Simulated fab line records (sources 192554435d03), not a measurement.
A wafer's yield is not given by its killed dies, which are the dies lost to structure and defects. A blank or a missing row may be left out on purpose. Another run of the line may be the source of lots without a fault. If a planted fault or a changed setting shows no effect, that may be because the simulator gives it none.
fab line records	flow n5_finfet
record: lots: 7	wafers: 21
route steps=1938 shown GATE_CUT@492 MOL_CONTACT_COAG@579 BEOL_M0@715 BEOL_M1@754 BEOL_M2@843
start_h: hours from the record's opening day to when the first of the lot's shown wafers began	wait_h: hours since the lot's step before	" repeats the value in the row above	L1.1+2: one row covering several wafers at once	- no value, or no start given	* or withheld: withheld	< > ~ a bound
route shown NAME@n: NAME is a module with steps in the file, n the number in the route of the first one	usual: mean/standard deviation of fault-free wafers	same: alike in all rows	chamber/n: place in a boat	sites: per-site readings	_std_site: their standard deviation	_edge_site: inner sites' mean taken away from outer sites' mean	radius_mm: how far each site lies from the wafer's centre	mask NAME#n: copy n	behind: tool/chamber where the wafer was last shaped	hold: why the lot went on hold/how many hours it stayed there/how the hold came to an end	device: names the non-switching transistor (n, p or np)	end of line: at the end of the route, the tests of the same wafers	a step given without rows: its recipe and nothing more	killed: not the wafer's yield, but the dies lost to structure and defects at the first sort	map: a wafer's dies, marking killed ones x, the rest . and places with no die _
set.NAME: the setting the step ran with; set.NAME@STEP: the setting that earlier step ran with	model.NAME: the simulator's own value behind a step, which no gauge read
one table per step and one row per wafer, for lots whose settings were changed on purpose
== steps ==
step: N5_GATE_CUT_ETCH_36
recipe: chemistry: CF4	target: SiARC	target_depth_a: 130	mask_material: CAR-EUV	time_s: 21.7	ion_energy_ev: 80	pressure_mtorr: 40	source_w: 545	bias_w: 36	Ar_flow_sccm: 100	cf4_flow_sccm: 100	ends: cleared
lot.wafer	tool	chamber	start_h	wait_h	set.cf4_flow_sccm
L078.2+4+5	rie_diel-02	1,2,2	109.58	0.0	100
L082.3+4+5	rie_diel-06	1,0,1	131.32	0.0	100
L087.2	rie_diel-04	1	162.33	0.0	83.6
L087.3+6	"	3,2	"	"	100
L088.1+3	rie_diel-02	2,3	172.55	0.0	100
L088.2	"	1	"	"	82.9
L089.2+5	rie_diel-02	1,2	175.96	0.0	100
L089.3	"	3	"	"	85.51
L092.1+5	rie_diel-02	0,2	195.50	0.0	107.5
L092.2	"	2	"	"	100
L095.1	rie_diel-04	0	211.62	0.0	100
L095.4+6	"	3,2	"	"	94.09
step: N5_GATE_CUT_ETCH_37
recipe: chemistry: N2/H2	target: SOC	target_depth_a: 600	overetch_a: 120	mask_material: SiARC	temp_c: 40	time_s: 90	ion_energy_ev: 200	pressure_mtorr: 30	source_w: 840	bias_w: 150	n2_flow_sccm: 200	h2_flow_sccm: 200
step: N5_GATE_CUT_STRIP_38
recipe: chemistry: N2/H2	temp_c: 40	n2_flow_sccm: 200	h2_flow_sccm: 200	rf_frequency_hz: 6e+07
step: N5_GATE_CUT_STRIP_41
recipe: chemistry: CF4	resist: SiARC	power_w: 300	bias_power_w: 75	pressure_mtorr: 50	cf4_flow_sccm: 150	rf_frequency_hz: 6e+07
step: N5_GATE_CUT_STRIP_42
recipe: chemistry: O2	power_w: 400	temp_c: 40	pressure_mtorr: 30	rf_frequency_hz: 6e+07	bias_power_w: 0	overash_fraction: 0.3	o2_flow_sccm: 225
step: N5_GATE_CUT_ETCH_19
recipe: chemistry: CH3F/O2	target: SiNx	mask_material: SiO2	target_depth_a: 537	time_s: 76.7	pressure_mtorr: 30	source_w: 395	bias_w: 73	Ar_flow_sccm: 150	CH3F_flow_sccm: 30	O2_flow_sccm: 20	ion_energy_ev: 120	ends: cleared
lot.wafer	tool	chamber	start_h	wait_h	set.dose_mj@GATE_CUT_EXPOSE_10	model.GATE_CUT.cd_nm
L078.2	rie_diel-02	1	109.81	0.0	43.25	19.6
L078.4	"	2	"	"	43.25	19.8
L078.5	"	2	"	"	43.25	20
L082.3+4	rie_diel-06	1,0	131.56	0.0	40.64	18.6
L082.5	"	1	"	"	43.25	20.4
L087.2+3	rie_diel-04	1,3	162.56	0.0	43.25	20
L087.6	"	2	"	"	43.25	20.4
L088.1	rie_diel-02	2	172.78	0.0	43.25	20.2
L088.2	"	1	"	"	43.25	20
L088.3	"	3	"	"	43.25	19.6
L089.2+3	rie_diel-02	1,3	176.19	0.0	41.69	19.2
L089.5	"	2	"	"	43.25	20.4
L092.1	rie_diel-02	0	195.73	0.0	44.85	20.8
L092.2	"	2	"	"	44.85	20.4
L092.5	"	2	"	"	44.85	20.6
L095.1	rie_diel-04	0	211.85	0.0	44.45	20.8
L095.4	"	3	"	"	43.25	20.2
L095.6	"	2	"	"	44.45	21.2
step: N5_MOL_CONTACT_COAG_ALD_131
recipe: material: SiO2	target_thk_a: 50	temp_c: 100	ald_precursor_family: BDEAS	ald_co_reactant: O2-plasma	pulse_time_s: 1	co_reactant_pulse_time_s: 1	purge_time_s: 2	co_reactant_purge_time_s: 2	ald_cycles: 35	pressure_torr: 2
lot.wafer	tool	chamber	start_h	wait_h	set.ald_cycles	model.SiO2_of_MOL_CONTACT_COAG_ALD_131.thk_nm
L078.2+4+5	ald_sin-01	2,3,1	126.48	0.1	35	5
L082.3	ald_sin-02	2	146.48	0.1	37	5.4
L082.4	"	1	"	"	35	5
L082.5	"	2	"	"	37	5.2
L087.2+3+6	ald_sin-02	1,3,2	176.10	0.1	35	5
L088.1+2+3	ald_sin-01	1,0,2	187.28	0.6	35	5
L089.2+3+5	ald_sin-04	1,3,0	189.65	0.1	35	5
L092.1+2+5	ald_sin-01	3,2,1	209.39	0.2	35	5
L095.1	ald_sin-04	3	226.88	0.1	35	5
L095.4+6	"	1	"	"	32	4.6
step: N5_BEOL_M0_ETCH_138
recipe: chemistry: CH3F/O2	target_depth_a: 120	target: SiCN	time_s: 31.6	ion_energy_ev: 120	pressure_mtorr: 30	source_w: 395	bias_w: 75	Ar_flow_sccm: 150	CH3F_flow_sccm: 30	O2_flow_sccm: 20	ends: cleared
usual: rf_vpp_V: 297.5/1.4
lot.wafer	tool	chamber	start_h	wait_h	set.source_w	rf_vpp_V
L078.2	rie_diel-05	1	141.77	0.0	395	299.4
L078.4	"	0	"	"	395	298.9
L078.5	"	3	"	"	395	295.4
L082.3	rie_diel-03	3	164.55	0.0	395	296.3
L082.4	"	1	"	"	348.5	310.7
L082.5	"	2	"	"	395	297.5
L087.2	rie_diel-05	0	193.41	0.0	420.6	291.6
L087.3	"	2	"	"	420.6	292.1
L087.6	"	2	"	"	420.6	294.4
L088.1	rie_diel-01	1	205.84	0.0	439.9	287.4
L088.2	"	3	"	"	439.9	287.0
L088.3	"	0	"	"	395	298.6
L089.2	rie_diel-01	0	206.21	0.0	395	294.6
L089.3	"	1	"	"	351.2	307.6
L089.5	"	3	"	"	395	297.5
L092.1	rie_diel-03	3	223.52	0.0	458.7	281.6
L092.2	"	1	"	"	458.7	284.2
L092.5	"	2	"	"	395	297.3
L095.1	rie_diel-01	0	240.09	0.0	395	296.4
L095.4	"	2	"	"	395	297.2
L095.6	"	1	"	"	395	296.6
step: N5_BEOL_M0_ETCH_128
recipe: chemistry: CF4/N2	target_depth_a: 120	overetch_a: 51	target: SiCN	time_s: 21.4	ion_energy_ev: 150	pressure_mtorr: 40	source_w: 430	bias_w: 70	Ar_flow_sccm: 100	cf4_flow_sccm: 60	n2_flow_sccm: 60
usual: rf_vpp_V: 382.3/1.6
lot.wafer	tool	chamber	start_h	wait_h	set.source_w	rf_vpp_V
L078.2	rie_diel-01	3	142.46	0.0	430	381.6
L078.4	"	2	"	"	430	382.4
L078.5	"	1	"	"	430	382.2
L082.3	rie_diel-03	3	167.31	0.8	363.5	401.2
L082.4	"	1	"	"	363.5	405.2
L082.5	"	3	"	"	363.5	402.2
L087.2	rie_diel-03	0	196.23	0.6	430	384.3
L087.3	"	3	"	"	430	379.5
L087.6	"	0	"	"	397.5	394.7
L089.2	rie_diel-03	1	207.89	0.2	397.8	392.5
L089.3	"	0	"	"	397.8	395.3
L089.5	"	2	"	"	397.8	393.5
L088.1	rie_diel-05	0	208.29	0.4	430	383.8
L088.2	"	1	"	"	430	384.4
L088.3	"	3	"	"	501.9	367.6
L092.1	rie_diel-03	2	224.88	0.5	501.1	362.5
L092.2	"	3	"	"	430	380.9
L092.5	"	0	"	"	501.1	366.0
L095.1	rie_diel-01	2	241.58	0.7	401.3	390.6
L095.4	"	1	"	"	401.3	389.9
L095.6	"	1	"	"	430	382.4
step: N5_BEOL_M1_HM_DEP_02
recipe: material: TiN	target_thk_a: 200	temp_c: 25	chamber_pressure_pa: 0.49996
lot.wafer	tool	chamber	start_h	wait_h	set.target_thk_a	model.TiN_of_BEOL_M1_HM_DEP_02.thk_nm
L078.2	pvd_sputter-02	-	145.79	0.3	200	20
L078.4+5	"	-	"	"	200	19.8
L082.3	pvd_sputter-01	-	173.90	2.1	182.8	18.6
L082.4	"	-	"	"	200	20.6
L082.5	"	-	"	"	200	20.4
L087.2+6	pvd_sputter-02	-	200.40	0.8	200	20.2
L087.3	"	-	"	"	209.4	21
L089.2	pvd_sputter-03	-	212.05	0.4	191.1	19
L089.3	"	-	"	"	200	20
L089.5	"	-	"	"	191.1	18.8
L088.1	pvd_sputter-01	-	214.86	1.9	200	20.2
L088.2	"	-	"	"	177	17.8
L088.3	"	-	"	"	200	19.8
L092.1	pvd_sputter-02	-	232.77	3.4	215.5	21.8
L092.2	"	-	"	"	200	20
L092.5	"	-	"	"	215.5	21.4
L095.1	pvd_sputter-02	-	250.28	4.0	200	20.4
L095.4+6	"	-	"	"	200	20.2
step: N5_BEOL_M1_EXPOSE_08
recipe: mask_id: M1	na: 0.33	source_shape: dipole	sigma_inner: 0.369	sigma_outer: 0.767	polarization: unpolarized	dose_mj: 33
lot.wafer	tool	chamber	start_h	wait_h	mask	set.dose_mj
L078.2+4+5	euv_scanner-02	0	146.06	-	M1#0	33
L082.3+4+5	euv_scanner-01	0	174.31	-	M1#0	33
L087.2+3	euv_scanner-02	0	200.79	-	M1#0	33
L087.6	"	0	"	"	M1#0	30.6
L089.2+5	euv_scanner-01	0	212.44	-	M1#0	33
L089.3	"	0	"	"	M1#0	31.12
L088.1+2	euv_scanner-01	0	215.12	-	M1#0	34.64
L088.3	"	0	"	"	M1#0	33
L092.1+2+5	euv_scanner-01	0	233.03	-	M1#0	33
L095.1+4+6	euv_scanner-02	0	250.58	-	M1#0	33
step: N5_BEOL_M1_PEB_09
recipe: peb_temp_c: 100	peb_time_s: 60	resist: CAR-EUV
step: N5_BEOL_M1_DEVELOP_10
recipe: develop_time_s: 30	developer: TMAH	resist: CAR-EUV	rinse_liquid: surfactant_rinse	dry: air_spin	dev_temp_c: 23
step: N5_BEOL_M1_CD_MEAS_11
recipe: target_cd_nm: 17.05	landing_energy_ev: 500	detector: se_inlens	polarity: opening
usual: cd_nm: 17.04/0.25
lot.wafer	tool	chamber	start_h	wait_h	set.dose_mj@BEOL_M1_EXPOSE_08	cd_nm
L078.2	cd_sem-01	0	146.19	-	33	16.84
L078.4	"	0	"	"	33	17.09
L078.5	"	0	"	"	33	16.95
L082.3	cd_sem-03	0	174.42	-	33	17.12
L082.4	"	0	"	"	33	17.05
L082.5	"	0	"	"	33	17.10
L087.2	cd_sem-01	0	200.91	-	33	17.14
L087.3	"	0	"	"	33	16.84
L087.6	"	0	"	"	30.6	15.27
L089.2	cd_sem-02	0	212.56	-	33	17.70
L089.3	"	0	"	"	31.12	15.88
L089.5	"	0	"	"	33	17.19
L088.1	cd_sem-03	0	215.25	-	34.64	18.12
L088.2	"	0	"	"	34.64	17.88
L088.3	"	0	"	"	33	16.88
L092.1	cd_sem-03	0	233.16	-	33	17.11
L092.2	"	0	"	"	33	16.71
L092.5	"	0	"	"	33	16.83
L095.1	cd_sem-03	0	250.70	-	33	17.25
L095.4	"	0	"	"	33	17.02
L095.6	"	0	"	"	33	16.71
step: N5_BEOL_M1_DESCUM_16
recipe: chemistry: O2	time_s: 7	source_power_w: 50	bias_power_w: 20	pressure_mtorr: 20	rf_frequency_hz: 2.712e+07	temp_c: 40	resist: CAR-EUV	o2_flow_sccm: 225
step: N5_BEOL_M1_ETCH_74
recipe: chemistry: N2/H2	target: underlayer	target_depth_a: 65	mask_material: CAR-EUV	time_s: 5.2	ion_energy_ev: 200	pressure_mtorr: 30	source_w: 840	bias_w: 150	n2_flow_sccm: 200	h2_flow_sccm: 200	ends: cleared
lot.wafer	tool	chamber	start_h	wait_h	set.dose_mj@BEOL_M1_EXPOSE_08	model.BEOL_M1.cd_offset_nm
L078.2+4+5	rie_diel-06	1,2,1	146.34	0.0	33	0
L082.3+4+5	rie_diel-04	1,2,1	174.58	0.0	33	0
L087.2+3	rie_diel-06	2,3	201.13	0.0	33	-0.2
L087.6	"	0	"	"	30.6	-1.8
L089.2	rie_diel-06	0	212.72	0.0	33	0
L089.3	"	2	"	"	31.12	-1
L089.5	"	3	"	"	33	0.2
L088.1+2	rie_diel-04	0,3	215.41	0.0	34.64	0.8
L088.3	"	2	"	"	33	0
L092.1+2	rie_diel-04	1,3	233.32	0.0	33	-0.2
L092.5	"	1	"	"	33	0
L095.1+4+6	rie_diel-04	0,1,0	250.86	0.0	33	-0.2
step: N5_BEOL_M1_ETCH_63
recipe: chemistry: CF4	target: SiARC	target_depth_a: 156	mask_material: CAR-EUV	time_s: 26	ion_energy_ev: 80	pressure_mtorr: 40	source_w: 545	bias_w: 36	Ar_flow_sccm: 100	cf4_flow_sccm: 100	ends: cleared
step: N5_BEOL_M1_ETCH_64
recipe: chemistry: N2/H2	target: SOC	target_depth_a: 750	overetch_a: 150	mask_material: SiARC	temp_c: 40	time_s: 112.5	ion_energy_ev: 200	pressure_mtorr: 30	source_w: 840	bias_w: 150	n2_flow_sccm: 200	h2_flow_sccm: 200
step: N5_BEOL_M1_STRIP_75
recipe: chemistry: N2/H2	temp_c: 40	n2_flow_sccm: 200	h2_flow_sccm: 200	rf_frequency_hz: 6e+07
step: N5_BEOL_M1_STRIP_66
recipe: chemistry: CF4	resist: SiARC	power_w: 300	bias_power_w: 75	pressure_mtorr: 50	cf4_flow_sccm: 150	rf_frequency_hz: 6e+07
step: N5_BEOL_M1_HM_OPEN_17
recipe: chemistry: Cl2/BCl3	target_depth_a: 200	overetch_a: 60	target: TiN	mask_material: SOC	ion_energy_ev: 150	pressure_mtorr: 10	icp_w: 1000	bias_w: 126	Cl2_flow_sccm: 53.25	bcl3_flow_sccm: 21.75	Ar_flow_sccm: 25
lot.wafer	tool	chamber	start_h	wait_h	set.target_thk_a@BEOL_M1_HM_DEP_02	set.dose_mj@BEOL_M1_EXPOSE_08	model.etch.depth_nm	model.BEOL_M1.cd_offset_nm
L078.2	rie_metal-02	1	146.58	0.1	200	33	19.99	0.2
L078.4	"	1	"	"	200	33	19.84	0
L078.5	"	1	"	"	200	33	19.8	0.2
L082.3	rie_metal-03	0	174.82	0.1	182.8	33	18.61	0.2
L082.4	"	1	"	"	200	33	20.54	0
L082.5	"	1	"	"	200	33	20.4	0
L087.2	rie_metal-01	0	201.37	0.1	200	33	20.22	0
L087.3	"	0	"	"	209.4	33	20.93	-0.6
L087.6	"	0	"	"	200	30.6	20.13	-2.2
L089.2	rie_metal-02	1	212.93	0.0	191.1	33	18.91	-0.4
L089.3	"	0	"	"	200	31.12	20	-0.8
L089.5	"	0	"	"	191.1	33	18.85	0
L088.1	rie_metal-02	1	215.62	0.0	200	34.64	20.21	1
L088.2	"	0	"	"	177	34.64	17.8	1
L088.3	"	1	"	"	200	33	19.89	0.2
L092.1	rie_metal-03	0	233.53	0.0	215.5	33	21.81	-0.2
L092.2	"	1	"	"	200	33	20.01	-0.4
L092.5	"	1	"	"	215.5	33	21.46	0.2
L095.1	rie_metal-02	1	251.07	0.0	200	33	20.35	0
L095.4	"	1	"	"	200	33	20.19	-0.4
L095.6	"	1	"	"	200	33	20.13	0
step: N5_BEOL_M1_STRIP_19
recipe: chemistry: O2	power_w: 400	temp_c: 40	pressure_mtorr: 30	rf_frequency_hz: 6e+07	bias_power_w: 0	overash_fraction: 0.2	o2_flow_sccm: 225
step: N5_BEOL_M1_CD_MEAS_18
recipe: pitch_nm: 36	target_cd_nm: 18
usual: cd_nm: 18.0/0.35
lot.wafer	tool	chamber	start_h	wait_h	set.dose_mj@BEOL_M1_EXPOSE_08	cd_nm
L078.2	cd_sem-02	-	146.83	0.1	33	18.0
L078.4	"	-	"	"	33	17.9
L078.5	"	-	"	"	33	18.3
L082.3	cd_sem-01	-	174.97	0.1	33	18.3
L082.4	"	-	"	"	33	18.1
L082.5	"	-	"	"	33	18.0
L087.2	cd_sem-02	-	201.62	0.1	33	18.0
L087.3	"	-	"	"	33	17.4
L087.6	"	-	"	"	30.6	15.7
L089.2	cd_sem-03	-	213.22	0.1	33	17.7
L089.3	"	-	"	"	31.12	17.2
L089.5	"	-	"	"	33	18.3
L088.1	cd_sem-03	-	215.80	0.0	34.64	19.0
L088.2	"	-	"	"	34.64	18.8
L088.3	"	-	"	"	33	17.9
L092.1	cd_sem-03	-	233.73	0.0	33	18.1
L092.2	"	-	"	"	33	17.8
L092.5	"	-	"	"	33	18.3
L095.1	cd_sem-01	-	251.25	0.0	33	18.0
L095.4	"	-	"	"	33	17.7
L095.6	"	-	"	"	33	18.1
step: N5_BEOL_M1_COAT_67
recipe: resist: SOC	temp_c: 250	time_s: 60	spin_rpm: 1500	resist_thk_nm: 60
step: N5_BEOL_M1_COAT_68
recipe: resist: SiARC	temp_c: 220	time_s: 60	spin_rpm: 1500	resist_thk_nm: 12
step: N5_BEOL_M1_STRIP_83
recipe: chemistry: C4F6/O2	resist: SiARC	rf_frequency_hz: 6e+07
step: N5_BEOL_M1_STRIP_36
recipe: chemistry: N2/H2	power_w: 450	temp_c: 40	pressure_mtorr: 20	rf_frequency_hz: 6e+07	overash_fraction: 0.3	bias_power_w: 7	h2_frac: 0.5	n2_flow_sccm: 200	h2_flow_sccm: 200
step: N5_BEOL_M1_TRENCH_ETCH_37
recipe: chemistry: C4F6/O2	target_depth_a: 552.07	target: SiOC	time_s: 29	ion_energy_ev: 250	pressure_mtorr: 30	source_w: 355	bias_w: 185	Ar_flow_sccm: 300	C4F6_flow_sccm: 10	O2_flow_sccm: 10
lot.wafer	tool	chamber	start_h	wait_h	set.target_thk_a@BEOL_M1_HM_DEP_02	model.TiN_of_BEOL_M1_HM_DEP_02.thk_nm
L078.2	rie_diel-04	2	-	-	200	17.6
L078.4+5	"	0,3	"	"	200	17.4
L082.3	rie_diel-04	2	-	-	182.8	16.2
L082.4+5	"	0,3	"	"	200	18.2
L087.2+6	rie_diel-04	0,1	-	-	200	17.8
L087.3	"	1	"	"	209.4	18.6
L089.2+5	rie_diel-06	2	-	-	191.1	16.6
L089.3	"	1	"	"	200	17.6
L088.1	rie_diel-04	3	-	-	200	18
L088.2	"	2	"	"	177	15.4
L088.3	"	0	"	"	200	17.6
L092.1	rie_diel-06	1	-	-	215.5	19.4
L092.2	"	3	"	"	200	17.6
L092.5	"	2	"	"	215.5	19.2
L095.1	rie_diel-06	0	-	-	200	18
L095.4+6	"	2,3	"	"	200	17.8
step: N5_BEOL_M1_ETCH_41
recipe: chemistry: CH3F/O2	target: SiCN	target_depth_a: 319	taper_deg: 2	time_s: 57.8	ion_energy_ev: 120	mask_material: TiN	pressure_mtorr: 30	source_w: 395	bias_w: 75	Ar_flow_sccm: 150	CH3F_flow_sccm: 30	O2_flow_sccm: 20
step: N5_BEOL_M1_STRIP_97
recipe: chemistry: N2/H2	time_s: 10	power_w: 450	temp_c: 40	pressure_mtorr: 20	rf_frequency_hz: 6e+07	bias_power_w: 7	n2_flow_sccm: 200	h2_flow_sccm: 200
step: N5_BEOL_M1_PRECLEAN_42
recipe: chemistry: residue_remover	time_s: 60	temp_c: 40
step: N5_BEOL_M1_SRD_43
recipe: time_s: 30	temp_c: 23	rinse_liquid: diw	dry: ipa_marangoni
step: N5_BEOL_M1_CD_MEAS_35
recipe: target_cd_nm: 18	target_cd_y_nm: 21	polarity: opening
usual: cd_nm: 18.0/0.34
lot.wafer	tool	chamber	start_h	wait_h	set.dose_mj@BEOL_M1_EXPOSE_08	cd_nm
L078.2	cd_sem-03	-	163.57	0.0	33	18.2
L078.4	"	-	"	"	33	18.2
L078.5	"	-	"	"	33	18.3
L082.3	cd_sem-01	-	176.54	0.0	33	18.5
L082.4	"	-	"	"	33	17.9
L082.5	"	-	"	"	33	18.2
L087.2	cd_sem-02	-	206.81	0.0	33	18.2
L087.3	"	-	"	"	33	17.3
L087.6	"	-	"	"	30.6	15.7
L089.2	cd_sem-02	-	216.72	0.0	33	17.5
L089.3	"	-	"	"	31.12	17.0
L089.5	"	-	"	"	33	18.2
L088.1	cd_sem-02	-	222.84	0.0	34.64	19.1
L088.2	"	-	"	"	34.64	19.1
L088.3	"	-	"	"	33	17.7
L092.1	cd_sem-01	-	236.49	0.0	33	18.1
L092.2	"	-	"	"	33	17.6
L092.5	"	-	"	"	33	18.2
L095.1	cd_sem-01	-	259.31	0.0	33	18.2
L095.4	"	-	"	"	33	17.8
L095.6	"	-	"	"	33	17.8
step: N5_BEOL_M2_PECVD_72
recipe: material: SiO2	target_thk_a: 160	temp_c: 400	precursor: TEOS/O2	pressure_torr: 5.5	rf_w: 450	teos_flow_sccm: 53.8	gas: O2	flow_sccm: 3000	time_s: 18
lot.wafer	tool	chamber	start_h	wait_h	set.time_s	model.SiO2_of_BEOL_M2_PECVD_72.thk_nm
L078.2+4	pecvd-03	2,0	167.43	0.0	18	16
L078.5	"	1	"	"	18	16.2
L082.3	pecvd-01	2	182.07	0.0	20.48	17.8
L082.4	"	2	"	"	20.48	18
L082.5	"	1	"	"	18	16.2
L087.2	pecvd-04	2	211.08	0.0	16.1	14.2
L087.3	"	2	"	"	16.1	14.4
L087.6	"	2	"	"	18	16
L089.2+3	pecvd-03	0	222.73	0.0	15.89	13.8
L089.5	"	0	"	"	18	15.8
L088.1	pecvd-01	0	227.72	0.0	18	15.8
L088.2	"	1	"	"	16.1	14
L088.3	"	2	"	"	16.1	14.2
L092.1	pecvd-04	1	242.14	0.0	16.28	14.4
L092.2	"	0	"	"	18	15.8
L092.5	"	1	"	"	18	16.2
L095.1	pecvd-01	1	264.73	0.0	18	15.6
L095.4+6	"	1,0	"	"	18	16
== key ==
split: step: N5_GATE_CUT_ETCH_36	setting: cf4_flow_sccm	stated: 100	by: wafer
response none clear
split: step: N5_MOL_CONTACT_COAG_ALD_131	setting: ald_cycles	stated: 35	by: wafer
response: step: N5_MOL_CONTACT_COAG_ALD_131	reading: model.SiO2_of_MOL_CONTACT_COAG_ALD_131.thk_nm	change: +0.0485	per: 1%	r: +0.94
split: step: N5_BEOL_M0_ETCH_138	setting: source_w	stated: 395	by: wafer
response: step: N5_BEOL_M0_ETCH_138	reading: rf_vpp_V	change: -1	per: 1%	r: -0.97
split: step: N5_BEOL_M0_ETCH_128	setting: source_w	stated: 430	by: wafer
response: step: N5_BEOL_M0_ETCH_128	reading: rf_vpp_V	change: -1.07	per: 1%	r: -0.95
split: step: N5_BEOL_M1_HM_DEP_02	setting: target_thk_a	stated: 200	by: wafer
response: step: N5_BEOL_M1_HM_DEP_02	reading: model.TiN_of_BEOL_M1_HM_DEP_02.thk_nm	change: +0.203	per: 1%	r: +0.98
response: step: N5_BEOL_M1_HM_OPEN_17	reading: model.etch.depth_nm	change: +0.205	per: 1%	r: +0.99
response: step: N5_BEOL_M1_TRENCH_ETCH_37	reading: model.TiN_of_BEOL_M1_HM_DEP_02.thk_nm	change: +0.215	per: 1%	r: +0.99
split: step: N5_BEOL_M1_EXPOSE_08	setting: dose_mj	stated: 33	by: wafer
response: step: N5_BEOL_M1_CD_MEAS_11	reading: cd_nm	change: +0.245	per: 1%	r: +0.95
response: step: N5_BEOL_M1_ETCH_74	reading: model.BEOL_M1.cd_offset_nm	change: +0.199	per: 1%	r: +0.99
response: step: N5_BEOL_M1_HM_OPEN_17	reading: model.BEOL_M1.cd_offset_nm	change: +0.193	per: 1%	r: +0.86
response: step: N5_BEOL_M1_CD_MEAS_18	reading: cd_nm	change: +0.218	per: 1%	r: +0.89
response: step: N5_BEOL_M1_CD_MEAS_35	reading: cd_nm	change: +0.239	per: 1%	r: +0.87
split: step: N5_BEOL_M2_PECVD_72	setting: time_s	stated: 18	by: wafer
response: step: N5_BEOL_M2_PECVD_72	reading: model.SiO2_of_BEOL_M2_PECVD_72.thk_nm	change: +0.153	per: 1%	r: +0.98
split outside_this_file step=N5_GATE_CUT_EXPOSE_10 setting=dose_mj
split outside_this_file: this setting was split too, and the file shows its column; the key of that split is in another file
